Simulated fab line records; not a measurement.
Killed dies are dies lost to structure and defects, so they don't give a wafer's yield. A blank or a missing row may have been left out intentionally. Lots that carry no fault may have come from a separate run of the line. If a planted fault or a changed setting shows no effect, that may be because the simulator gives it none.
fab line records	flow nand_harc
record: lots: 24	wafers: 72	last_day: 34
route steps=1302 shown P_M1@302 P_BONDPAD@367 A_ZERO_WELL@401
lots that met no fault: from a run of the same line without faults
start_h: start of the lot's first displayed wafer, in hours after the record's first day	wait_h: how many hours have passed since the lot's step before this one	" repeats the value in the row above	L1.1+2: several wafers, shown together as one row	- either no value or no given start	* or withheld: withheld	< > ~ a bound
route shown NAME@n: NAME is a module with steps in the file, n the number in the route of the first one	usual: mean/standard deviation taken from wafers without a fault	same: alike in all rows	chamber/n: place in a boat	sites: per-site readings	_std_site: their standard deviation	_edge_site: outer sites' mean less inner sites'	radius_mm: how far each site lies from the wafer's centre	mask NAME#n: copy n	behind: tool/chamber where the wafer was last shaped	hold: reason for holding the lot/hours on hold/outcome of the hold	device: the n, p or np transistor that did not switch	end of line: the same wafers' tests at the end of the route	a step with no rows: only its recipe	killed: the dies lost at the first sort to structure and to defects; this is not the yield of the wafer	map: shows each die of a wafer: x if killed, . if not, _ if none is there
set.NAME: the setting that was run; set.NAME@STEP: the one run at that earlier step	model.NAME: the simulator's own value behind a step, which no gauge read
steps of the route over a sample of lots; a table a step, a row a wafer
services: when a tool's chamber went out of use (start_h, in hours from the record's first day, below 0 if earlier), for how many hours, and the reason
== steps ==
step: NHARC_P_M1_STRIP_18
recipe: power_w: 1000	n2_flow_sccm: 150	h2_flow_sccm: 150	ar_flow_sccm: 0	bias_w: 0	chemistry: N2/H2
usual: drypump_motor_current_A: 5.88/0.28	oes_product_au: 1.001/0.0089	rf_vpp_V: 90.5/0.84	showerhead_plenum_p_Torr: 2.02/0.079	throttle_valve_pct: 14.172/0.0092
lot.wafer	tool	chamber	start_h	wait_h	drypump_motor_current_A	oes_product_au	rf_hours_counter_h	rf_vpp_V	showerhead_plenum_p_Torr	throttle_valve_pct
L074.2	rie_diel-06	1	125.30	0.1	5.61	0.997	15	91.0	2.07	14.186
L074.3	"	2	"	"	5.30	1.000	15	89.9	1.89	14.171
L074.5	"	1	"	"	5.60	0.992	-	91.3	2.07	14.181
L075.1	rie_diel-09	2	141.34	0.1	6.00	0.999	9	90.2	2.05	14.175
L075.2	"	0	"	"	5.83	0.990	9	91.2	2.13	14.161
L075.4	"	1	"	"	5.83	0.997	8	89.7	1.98	14.174
L076.4	rie_diel-02	2	148.60	0.1	6.01	1.004	29	90.8	2.00	14.181
L076.5	"	1	"	"	5.81	1.008	-	91.2	2.21	14.167
L076.6	"	2	"	"	6.03	0.991	-	91.2	2.00	14.179
L077.2	rie_diel-09	2	154.79	0.1	6.02	1.008	0	91.6	2.05	14.167
L077.1	"	3	"	"	6.16	1.006	0	91.2	2.01	14.161
L077.5	"	0	"	"	5.80	1.014	-	90.9	2.13	14.168
L078.1	rie_diel-02	1	164.15	0.1	5.77	1.004	33	91.2	2.21	14.174
L078.3	"	2	"	"	6.03	0.989	34	90.9	2.00	14.183
L078.5	"	1	"	"	5.76	1.003	-	90.5	2.21	14.181
L079.1	rie_diel-09	0	170.68	0.1	5.83	1.003	1	91.5	2.13	14.171
L079.3	"	2	"	"	6.02	1.004	1	92.3	2.04	14.171
L079.5	"	3	"	"	6.12	1.015	-	90.8	2.01	14.181
L080.2	rie_diel-06	1	186.18	0.1	5.59	0.985	4	90.2	2.07	14.178
L080.5	"	1	"	"	5.62	0.990	-	90.7	2.07	14.178
L080.6	"	2	"	"	5.31	1.015	-	90.1	1.89	14.171
L081.4	rie_diel-02	0	194.88	0.1	5.65	0.994	41	90.3	1.92	14.169
L081.1	"	2	"	"	6.01	0.976	47	89.7	1.99	14.171
L081.6	"	0	"	"	5.62	0.996	-	91.3	1.92	14.178
L082.2	rie_diel-02	0	211.33	0.1	5.61	0.996	44	90.1	1.92	14.183
L082.1	"	1	"	"	5.78	0.992	46	91.8	2.20	14.174
L082.5	"	0	"	"	5.64	0.999	-	89.9	1.92	14.172
L083.4	rie_diel-09	1	225.67	0.1	5.87	1.011	5	90.7	1.98	14.178
L083.3	"	0	"	"	5.76	0.999	4	90.8	2.13	14.177
L083.6	"	1	"	"	5.83	1.013	-	90.6	1.98	14.169
L084.2	rie_diel-09	2	227.03	0.1	6.04	1.007	5	90.3	2.04	14.183
L084.6	"	3	"	"	6.17	0.999	-	91.1	2.01	14.169
L084.4	"	2	"	"	6.03	1.016	-	90.6	2.04	14.159
L085.3	rie_diel-09	3	236.75	0.1	6.14	1.009	5	89.8	2.01	14.182
L085.4	"	1	"	"	5.87	1.006	6	90.0	1.98	14.175
L085.6	"	2	"	"	6.01	1.022	-	91.3	2.04	14.174
L086.1	rie_diel-09	0	243.57	0.1	5.89	0.991	5	91.7	2.13	14.170
L086.3	"	2	"	"	6.01	1.003	7	90.0	2.04	14.180
L086.5	"	0	"	"	5.85	0.997	-	92.0	2.13	14.163
L087.2	rie_diel-06	0	252.58	0.1	6.15	1.002	9	89.7	1.94	14.171
L087.1	"	1	"	"	5.58	0.988	10	91.3	2.07	14.182
L087.5	"	0	"	"	6.16	1.002	-	90.0	1.94	14.190
L089.4	rie_diel-09	2	271.73	0.1	6.01	1.000	9	91.1	2.04	14.165
L089.1	"	3	"	"	6.12	1.003	8	89.5	2.01	14.171
L089.3	"	1	"	"	5.85	1.008	8	90.9	1.98	14.167
L088.2	rie_diel-09	2	272.18	0.1	6.00	1.018	9	90.5	2.04	14.169
L088.4	"	3	"	"	6.12	1.013	8	91.1	2.01	14.156
L088.6	"	2	"	"	6.00	1.016	-	90.0	2.04	14.157
L090.3	rie_diel-06	1	289.44	0.1	5.63	0.990	13	89.3	2.07	14.165
L090.1	"	3	"	"	6.21	1.001	12	90.2	1.99	14.178
L090.6	"	2	"	"	5.28	0.987	-	90.3	1.89	14.177
L091.3	rie_diel-06	0	290.28	0.1	6.14	0.997	12	90.5	1.94	14.185
L091.4	"	1	"	"	5.63	0.989	13	91.3	2.07	14.173
L091.2	"	3	"	"	6.24	0.993	12	89.5	1.99	14.170
L092.4	rie_diel-06	0	303.14	0.1	6.14	1.007	13	90.5	1.94	14.169
L092.3	"	2	"	"	5.28	1.004	11	89.8	1.89	14.166
L092.6	"	3	"	"	6.26	0.993	-	90.0	1.99	14.172
L093.1	rie_diel-02	2	315.92	0.1	6.00	0.994	30	90.5	1.98	14.165
L093.3	"	0	"	"	5.70	0.995	27	91.3	1.91	14.176
L093.5	"	2	"	"	6.03	1.001	-	90.7	1.98	14.153
L095.2	rie_diel-09	3	333.01	0.1	6.13	1.008	1	89.9	2.01	14.181
L095.1	"	1	"	"	5.85	1.007	1	90.5	1.98	14.173
L095.3	"	2	"	"	5.99	0.997	1	90.0	2.04	14.181
L094.2	rie_diel-06	3	338.62	0.1	6.23	1.010	4	91.5	1.99	14.168
L094.5	"	2	"	"	5.31	1.015	-	89.8	1.88	14.175
L094.6	"	3	"	"	6.25	0.998	-	90.6	1.99	14.163
L096.2	rie_diel-09	0	350.62	0.1	5.84	1.001	2	90.3	2.13	14.180
L096.6	"	1	"	"	5.83	1.017	-	89.6	1.98	14.179
L096.5	"	2	"	"	5.99	1.007	-	91.0	2.04	14.161
L097.2	rie_diel-06	3	351.08	0.1	6.24	1.001	5	90.6	1.99	14.173
L097.3	"	2	"	"	5.30	1.022	5	90.7	1.88	14.180
L097.6	"	0	"	"	6.14	1.005	-	89.0	1.94	14.171
step: NHARC_P_M1_DEGAS_29
recipe: temp_c: 250	time_s: 60
usual: heater_power_w: 318/21
lot.wafer	tool	chamber	start_h	wait_h	heater_power_w
L074.2	pvd_sputter-03	-	125.96	-	300
L074.3	"	-	"	"	296
L074.5	"	-	"	"	345
L075.1	pvd_sputter-02	-	141.97	-	311
L075.4	"	-	"	"	340
L075.2	"	-	"	"	281
L076.4	pvd_sputter-03	-	149.26	-	297
L076.6	"	-	"	"	305
L076.5	"	-	"	"	305
L077.1	pvd_sputter-02	-	155.39	-	280
L077.2	"	-	"	"	318
L077.5	"	-	"	"	322
L078.3	pvd_sputter-01	-	164.81	-	327
L078.1	"	-	"	"	361
L078.5	"	-	"	"	329
L079.1	pvd_sputter-01	-	171.30	-	334
L079.3	"	-	"	"	371
L079.5	"	-	"	"	321
L080.2	pvd_sputter-03	-	186.83	-	323
L080.6	"	-	"	"	317
L080.5	"	-	"	"	306
L081.1	pvd_sputter-03	-	195.54	-	321
L081.4	"	-	"	"	295
L081.6	"	-	"	"	313
L082.2	pvd_sputter-01	-	211.95	-	364
L082.1	"	-	"	"	323
L082.5	"	-	"	"	322
L083.3	pvd_sputter-02	-	226.31	-	288
L083.4	"	-	"	"	314
L083.6	"	-	"	"	287
L084.4	pvd_sputter-02	-	227.67	-	313
L084.2	"	-	"	"	292
L084.6	"	-	"	"	280
L085.3	pvd_sputter-02	-	237.37	-	305
L085.4	"	-	"	"	328
L085.6	"	-	"	"	283
L086.3	pvd_sputter-02	-	244.18	-	344
L086.1	"	-	"	"	323
L086.5	"	-	"	"	329
L087.2	pvd_sputter-02	-	253.30	-	336
L087.1	"	-	"	"	327
L087.5	"	-	"	"	314
L089.1	pvd_sputter-02	-	272.37	-	277
L089.3	"	-	"	"	310
L089.4	"	-	"	"	340
L088.2	pvd_sputter-02	-	272.82	-	326
L088.4	"	-	"	"	282
L088.6	"	-	"	"	281
L090.3	pvd_sputter-01	-	290.10	-	318
L090.1	"	-	"	"	354
L090.6	"	-	"	"	313
L091.4	pvd_sputter-01	-	290.92	-	345
L091.2	"	-	"	"	327
L091.3	"	-	"	"	322
L092.4	pvd_sputter-03	-	303.76	-	307
L092.3	"	-	"	"	292
L092.6	"	-	"	"	317
L093.3	pvd_sputter-03	-	316.53	-	313
L093.1	"	-	"	"	294
L093.5	"	-	"	"	306
L095.3	pvd_sputter-01	-	333.72	-	317
L095.2	"	-	"	"	320
L095.1	"	-	"	"	359
L094.2	pvd_sputter-03	-	339.24	-	311
L094.5	"	-	"	"	301
L094.6	"	-	"	"	308
L096.2	pvd_sputter-01	-	351.21	-	320
L096.5	"	-	"	"	312
L096.6	"	-	"	"	328
L097.3	pvd_sputter-01	-	351.72	-	318
L097.2	"	-	"	"	323
L097.6	"	-	"	"	359
step: NHARC_P_M1_PRE_CLEAN_30
recipe: time_s: 30	temp_c: 280	gas: H2/He
usual: heater_power_w: 392/25
lot.wafer	tool	chamber	start_h	wait_h	heater_power_w
L074.2	pvd_sputter-03	-	-	-	377
L074.3	"	-	"	"	352
L074.5	"	-	"	"	369
L075.1	pvd_sputter-02	-	-	-	387
L075.4	"	-	"	"	409
L075.2	"	-	"	"	337
L076.4	pvd_sputter-03	-	-	-	357
L076.6	"	-	"	"	369
L076.5	"	-	"	"	357
L077.2	pvd_sputter-02	-	-	-	396
L077.1	"	-	"	"	407
L077.5	"	-	"	"	403
L078.3	pvd_sputter-01	-	-	-	409
L078.1	"	-	"	"	451
L078.5	"	-	"	"	411
L079.1	pvd_sputter-01	-	-	-	389
L079.3	"	-	"	"	403
L079.5	"	-	"	"	390
L080.2	pvd_sputter-03	-	-	-	388
L080.5	"	-	"	"	398
L080.6	"	-	"	"	377
L081.1	pvd_sputter-03	-	-	-	363
L081.4	"	-	"	"	385
L081.6	"	-	"	"	356
L082.1	pvd_sputter-01	-	-	-	405
L082.2	"	-	"	"	452
L082.5	"	-	"	"	406
L083.4	pvd_sputter-02	-	-	-	409
L083.3	"	-	"	"	348
L083.6	"	-	"	"	420
L084.2	pvd_sputter-02	-	-	-	405
L084.4	"	-	"	"	385
L084.6	"	-	"	"	403
L085.4	pvd_sputter-02	-	-	-	389
L085.3	"	-	"	"	416
L085.6	"	-	"	"	351
L086.1	pvd_sputter-02	-	-	-	401
L086.3	"	-	"	"	350
L086.5	"	-	"	"	426
L087.1	pvd_sputter-02	-	-	-	399
L087.2	"	-	"	"	348
L087.5	"	-	"	"	387
L089.4	pvd_sputter-02	-	-	-	396
L089.3	"	-	"	"	403
L089.1	"	-	"	"	347
L088.2	pvd_sputter-02	-	-	-	420
L088.4	"	-	"	"	390
L088.6	"	-	"	"	388
L090.1	pvd_sputter-01	-	-	-	384
L090.3	"	-	"	"	406
L090.6	"	-	"	"	410
L091.3	pvd_sputter-01	-	-	-	388
L091.2	"	-	"	"	414
L091.4	"	-	"	"	445
L092.3	pvd_sputter-03	-	-	-	390
L092.4	"	-	"	"	372
L092.6	"	-	"	"	381
L093.3	pvd_sputter-03	-	-	-	348
L093.1	"	-	"	"	376
L093.5	"	-	"	"	386
L095.3	pvd_sputter-01	-	-	-	388
L095.2	"	-	"	"	431
L095.1	"	-	"	"	389
L094.2	pvd_sputter-03	-	-	-	355
L094.5	"	-	"	"	380
L094.6	"	-	"	"	383
L096.2	pvd_sputter-01	-	-	-	374
L096.5	"	-	"	"	390
L096.6	"	-	"	"	396
L097.2	pvd_sputter-01	-	-	-	400
L097.3	"	-	"	"	399
L097.6	"	-	"	"	403
step: NHARC_P_BONDPAD_DESCUM_11
recipe: time_s: 3	o2_flow_sccm: 200	ar_flow_sccm: 0	bias_power_w: 0	chemistry: O2
usual: drypump_motor_current_A: 5.8/0.42	oes_product_au: 1.001/0.0078	rf_vpp_V: 57.9/0.91	showerhead_plenum_p_Torr: 1.92/0.062	throttle_valve_pct: 11.311/0.0088
lot.wafer	tool	chamber	start_h	wait_h	drypump_motor_current_A	oes_product_au	rf_hours_counter_h	rf_vpp_V	showerhead_plenum_p_Torr	throttle_valve_pct
L074.2	rie_diel-05	3	133.80	-	6.0	1.005	4.4	58.4	2.04	11.318
L074.3	"	2	"	"	6.6	1.001	5.3	59.0	1.92	11.303
L074.5	"	0	"	"	5.8	1.007	-	58.0	1.95	11.328
L075.2	rie_diel-05	2	149.68	-	6.6	1.019	6.6	57.7	1.92	11.321
L075.4	"	3	"	"	6.0	1.012	5.2	59.0	2.04	11.321
L075.1	"	1	"	"	6.5	1.008	6.9	59.0	1.95	11.321
L076.4	rie_diel-08	1	157.14	-	5.5	0.995	3.1	56.7	1.86	11.305
L076.6	"	1	"	"	5.5	1.002	-	57.8	1.86	11.314
L076.5	"	2	"	"	5.6	0.994	-	59.2	1.87	11.315
L077.2	rie_diel-05	3	163.04	-	6.0	0.998	5.3	58.5	2.04	11.304
L077.1	"	2	"	"	6.6	1.012	6.8	58.0	1.92	11.322
L077.5	"	3	"	"	6.0	1.003	-	56.3	2.04	11.297
L078.3	rie_diel-08	2	172.50	-	5.6	1.002	3.7	57.5	1.87	11.311
L078.1	"	0	"	"	6.2	0.999	3.7	57.6	1.91	11.310
L078.5	"	2	"	"	5.6	1.001	-	57.1	1.87	11.302
L079.1	rie_diel-13	1	178.98	-	6.1	0.995	0.5	57.5	1.91	11.317
L079.3	"	2	"	"	6.2	1.006	0.3	58.7	2.00	11.322
L079.5	"	0	"	"	5.4	1.011	-	57.6	1.81	11.314
L080.2	rie_diel-13	2	194.39	-	6.2	0.998	1.2	57.5	2.00	11.307
L080.6	"	1	"	"	6.1	0.992	-	57.6	1.91	11.298
L080.5	"	2	"	"	6.1	0.999	-	59.1	2.00	11.324
L081.4	rie_diel-13	3	203.27	-	5.5	1.003	1.4	59.2	1.97	11.319
L081.1	"	0	"	"	5.5	1.018	1.4	56.7	1.81	11.316
L081.6	"	3	"	"	5.5	1.000	-	57.1	1.97	11.313
L082.2	rie_diel-08	1	219.64	-	5.5	0.989	1.4	56.7	1.86	11.312
L082.1	"	3	"	"	5.1	0.988	1.6	56.9	1.91	11.292
L082.5	"	3	"	"	5.1	0.991	-	58.9	1.91	11.305
L083.4	rie_diel-08	3	234.96	-	5.1	0.993	2.3	55.5	1.91	11.316
L083.3	"	1	"	"	5.5	1.003	2.1	57.6	1.86	11.325
L083.6	"	3	"	"	5.1	0.997	-	57.9	1.91	11.316
L084.2	rie_diel-13	1	235.69	-	6.1	0.999	2.5	57.4	1.91	11.306
L084.4	"	3	"	"	5.5	1.002	2.3	57.5	1.97	11.310
L084.6	"	2	"	"	6.2	1.016	-	58.5	2.00	11.308
L085.4	rie_diel-08	0	245.44	-	6.2	0.989	0.5	58.4	1.90	11.319
L085.3	"	1	"	"	5.5	0.988	2.4	57.5	1.86	11.317
L085.6	"	0	"	"	6.2	0.985	-	56.6	1.90	11.318
L086.3	rie_diel-13	0	251.65	-	5.4	1.002	3.5	57.2	1.81	11.293
L086.1	"	1	"	"	6.1	1.007	3.3	57.1	1.91	11.320
L086.5	"	0	"	"	5.4	1.011	-	58.1	1.81	11.312
L087.2	rie_diel-13	2	261.13	-	6.2	1.002	3.3	58.5	2.00	11.294
L087.1	"	3	"	"	5.5	1.003	3.5	59.4	1.97	11.320
L087.5	"	1	"	"	6.1	1.007	-	59.5	1.91	11.304
L089.4	rie_diel-13	1	280.06	-	6.1	1.011	5.0	59.2	1.91	11.295
L089.3	"	2	"	"	6.2	1.007	4.8	58.4	2.00	11.306
L089.1	"	3	"	"	5.5	0.995	5.2	57.9	1.97	11.305
L088.4	rie_diel-05	3	280.72	-	6.0	0.994	3.6	59.0	2.04	11.324
L088.2	"	0	"	"	5.8	1.012	3.6	59.0	1.95	11.308
L088.6	"	2	"	"	6.6	1.012	-	58.6	1.92	11.313
L090.3	rie_diel-05	0	297.71	-	5.8	1.017	5.0	58.7	1.95	11.301
L090.1	"	1	"	"	6.5	0.993	4.9	58.9	1.94	11.306
L090.6	"	1	"	"	6.5	0.994	-	58.4	1.94	11.318
L091.4	rie_diel-08	2	299.02	-	5.6	0.995	3.8	56.8	1.87	11.296
L091.2	"	3	"	"	5.1	1.006	3.7	56.7	1.91	11.303
L091.3	"	0	"	"	6.2	1.001	1.9	56.4	1.91	11.316
L092.4	rie_diel-08	3	311.47	-	5.1	0.991	3.8	57.1	1.91	11.310
L092.3	"	0	"	"	6.2	1.000	2.0	58.9	1.90	11.322
L092.6	"	3	"	"	5.1	1.001	-	57.4	1.91	11.304
L093.1	rie_diel-08	0	324.15	-	6.2	1.000	2.1	57.9	1.90	11.305
L093.3	"	2	"	"	5.6	0.988	4.0	58.1	1.87	11.297
L093.5	"	3	"	"	5.1	0.999	-	57.3	1.91	11.303
L095.1	rie_diel-13	2	341.33	-	6.2	1.001	8.5	57.9	2.00	11.326
L095.3	"	3	"	"	5.5	1.006	8.1	57.3	1.97	11.302
L095.2	"	0	"	"	5.4	1.011	7.8	57.4	1.81	11.300
L094.2	rie_diel-13	1	352.43	-	6.1	0.998	0	57.2	1.91	11.317
L094.5	"	2	"	"	6.2	0.999	-	58.6	2.00	11.308
L094.6	"	3	"	"	5.4	0.994	-	58.5	1.97	11.313
L096.2	rie_diel-08	2	358.78	-	5.6	0.984	5.4	56.7	1.87	11.312
L096.6	"	1	"	"	5.5	0.997	-	55.9	1.85	11.321
L096.5	"	2	"	"	5.6	0.996	-	56.9	1.87	11.321
L097.2	rie_diel-13	1	359.39	-	6.1	1.016	0.2	56.2	1.91	11.318
L097.3	"	3	"	"	5.5	1.011	0.1	58.3	1.97	11.318
L097.6	"	1	"	"	6.1	0.998	-	56.9	1.91	11.317
step: NHARC_P_BONDPAD_THK_MEAS_20
recipe: thk_meas_gauge: xrf
usual: thk_nm: 160.9/1.3
lot.wafer	tool	chamber	start_h	wait_h	thk_nm
L074.2	film_metro-02	-	136.17	-	160.8
L074.3	"	-	"	"	160.4
L074.5	"	-	"	"	160.7
L075.1	film_metro-02	-	152.08	-	160.6
L075.2	"	-	"	"	161.3
L075.4	"	-	"	"	161.4
L076.4	film_metro-01	-	159.49	-	161.8
L076.5	"	-	"	"	161.0
L076.6	"	-	"	"	161.7
L077.1	film_metro-02	-	165.38	-	161.8
L077.2	"	-	"	"	163.9
L077.5	"	-	"	"	160.8
L078.1	film_metro-01	-	174.83	-	159.2
L078.3	"	-	"	"	158.5
L078.5	"	-	"	"	158.9
L079.1	film_metro-01	-	181.32	-	161.0
L079.3	"	-	"	"	159.1
L079.5	"	-	"	"	159.6
L080.2	film_metro-01	-	196.76	-	160.8
L080.5	"	-	"	"	160.6
L080.6	"	-	"	"	160.5
L081.1	film_metro-01	-	205.62	-	161.7
L081.4	"	-	"	"	160.8
L081.6	"	-	"	"	162.2
L082.1	film_metro-02	-	222.05	-	160.6
L082.2	"	-	"	"	161.4
L082.5	"	-	"	"	160.6
L083.3	film_metro-01	-	237.43	-	159.8
L083.4	"	-	"	"	161.2
L083.6	"	-	"	"	160.4
L084.2	film_metro-01	-	238.08	-	162.2
L084.4	"	-	"	"	161.5
L084.6	"	-	"	"	163.3
L085.3	film_metro-01	-	247.79	-	159.9
L085.4	"	-	"	"	160.3
L085.6	"	-	"	"	161.8
L086.1	film_metro-01	-	254.08	-	160.4
L086.3	"	-	"	"	164.3
L086.5	"	-	"	"	162.2
L087.1	film_metro-02	-	263.46	-	160.4
L087.2	"	-	"	"	160.2
L087.5	"	-	"	"	159.1
L089.1	film_metro-01	-	282.39	-	161.8
L089.3	"	-	"	"	160.8
L089.4	"	-	"	"	160.0
L088.2	film_metro-02	-	283.08	-	161.4
L088.4	"	-	"	"	160.7
L088.6	"	-	"	"	160.5
L090.1	film_metro-02	-	300.07	-	165.0
L090.3	"	-	"	"	161.1
L090.6	"	-	"	"	158.8
L091.2	film_metro-01	-	301.38	-	161.8
L091.3	"	-	"	"	158.7
L091.4	"	-	"	"	160.0
L092.3	film_metro-01	-	313.80	-	160.2
L092.4	"	-	"	"	161.7
L092.6	"	-	"	"	162.0
L093.1	film_metro-02	-	326.48	-	162.0
L093.3	"	-	"	"	164.2
L093.5	"	-	"	"	162.6
L095.1	film_metro-01	-	345.63	-	160.8
L095.2	"	-	"	"	161.5
L095.3	"	-	"	"	158.1
L094.2	film_metro-01	-	354.74	-	162.5
L094.5	"	-	"	"	162.3
L094.6	"	-	"	"	160.6
L096.2	film_metro-02	-	361.14	-	159.0
L096.5	"	-	"	"	160.8
L096.6	"	-	"	"	160.1
L097.2	film_metro-02	-	361.73	-	159.2
L097.3	"	-	"	"	163.2
L097.6	"	-	"	"	161.1
step: NHARC_A_ZERO_WELL_CD_MEAS_10
recipe: target_cd_nm: 2000	landing_energy_ev: 500
usual: cd_nm: 1999.6/1.5
lot.wafer	tool	chamber	start_h	wait_h	cd_nm
L074.2	cd_sem-03	0	137.67	-	2001.4
L074.3	"	0	"	"	2001.3
L074.5	"	0	"	"	2001.3
L075.1	cd_sem-02	0	153.59	-	1999.5
L075.2	"	0	"	"	2000.6
L075.4	"	0	"	"	1999.1
L076.4	cd_sem-02	0	160.92	-	1998.6
L076.5	"	0	"	"	1998.9
L076.6	"	0	"	"	1997.6
L077.1	cd_sem-02	0	166.97	-	1998.0
L077.2	"	0	"	"	1999.2
L077.5	"	0	"	"	1998.5
L078.1	cd_sem-02	0	176.34	-	2001.1
L078.3	"	0	"	"	2000.3
L078.5	"	0	"	"	2001.9
L079.1	cd_sem-01	0	182.71	-	1997.5
L079.3	"	0	"	"	1998.2
L079.5	"	0	"	"	1998.6
L080.2	cd_sem-01	0	198.27	-	2000.8
L080.5	"	0	"	"	1999.4
L080.6	"	0	"	"	2000.0
L081.1	cd_sem-02	0	207.02	-	1998.4
L081.4	"	0	"	"	1998.1
L081.6	"	0	"	"	1996.9
L082.1	cd_sem-01	0	223.58	-	2000.3
L082.2	"	0	"	"	1999.8
L082.5	"	0	"	"	2000.1
L083.3	cd_sem-03	0	238.82	-	2002.4
L083.4	"	0	"	"	1998.0
L083.6	"	0	"	"	2001.2
L084.2	cd_sem-02	0	239.59	-	2000.0
L084.4	"	0	"	"	2000.2
L084.6	"	0	"	"	1999.2
L085.3	cd_sem-01	0	249.31	-	2000.6
L085.4	"	0	"	"	2000.5
L085.6	"	0	"	"	1999.4
L086.1	cd_sem-02	0	255.49	-	2000.7
L086.3	"	0	"	"	1999.4
L086.5	"	0	"	"	1998.4
L087.1	cd_sem-02	0	265.01	-	1999.3
L087.2	"	0	"	"	1996.2
L087.5	"	0	"	"	1997.2
L089.1	cd_sem-03	0	283.92	-	1996.5
L089.3	"	0	"	"	1998.3
L089.4	"	0	"	"	1997.6
L088.2	cd_sem-03	0	284.59	-	2000.3
L088.4	"	0	"	"	1999.3
L088.6	"	0	"	"	1999.0
L090.1	cd_sem-02	0	301.48	-	2000.7
L090.3	"	0	"	"	1999.9
L090.6	"	0	"	"	1999.3
L091.2	cd_sem-03	0	302.91	-	2003.2
L091.3	"	0	"	"	2002.0
L091.4	"	0	"	"	2001.3
L092.3	cd_sem-03	0	315.33	-	1997.6
L092.4	"	0	"	"	2000.1
L092.6	"	0	"	"	2000.5
L093.1	cd_sem-01	0	328.03	-	1999.4
L093.3	"	0	"	"	1999.9
L093.5	"	0	"	"	1999.5
L095.1	cd_sem-02	0	347.15	-	2000.3
L095.2	"	0	"	"	2001.4
L095.3	"	0	"	"	1999.8
L094.2	cd_sem-02	0	356.26	-	1998.9
L094.5	"	0	"	"	1998.7
L094.6	"	0	"	"	1999.0
L096.2	cd_sem-03	0	362.55	-	2000.0
L096.5	"	0	"	"	1998.9
L096.6	"	0	"	"	2000.2
L097.2	cd_sem-01	0	363.26	-	2000.0
L097.3	"	0	"	"	2000.3
L097.6	"	0	"	"	2000.7
== services ==
tool	chamber	start_h	hours	kind
rie_diel-08	3	103.27	11.2	repair
pvd_sputter-02	-	104.00	10.0	pm
rie_diel-08	1	139.34	14.4	repair
rie_diel-09	-	143.10	9.0	pm
rie_diel-08	3	157.51	5.1	repair
rie_diel-13	-	165.30	9.0	pm
pvd_sputter-01	-	166.76	1.8	repair
pvd_sputter-03	-	171.19	10.0	pm
rie_diel-09	0	178.64	4.3	repair
pvd_sputter-02	-	197.83	1.6	repair
pvd_sputter-03	-	202.50	3.1	repair
pvd_sputter-03	-	226.13	62.7	repair
rie_diel-09	0	226.41	1.3	repair
pvd_sputter-01	-	234.52	10.0	pm
rie_diel-13	3	249.33	5.0	repair
rie_diel-13	0	261.38	7.6	repair
pvd_sputter-02	-	282.03	10.0	pm
rie_diel-09	-	301.63	0.3	repair
rie_diel-13	-	308.01	2.1	repair
pvd_sputter-01	-	316.25	6.1	repair
rie_diel-09	-	320.10	9.0	pm
rie_diel-09	0	331.87	6.7	repair
rie_diel-09	2	336.90	1.3	repair
pvd_sputter-03	-	349.19	10.0	pm
== key ==
fault none
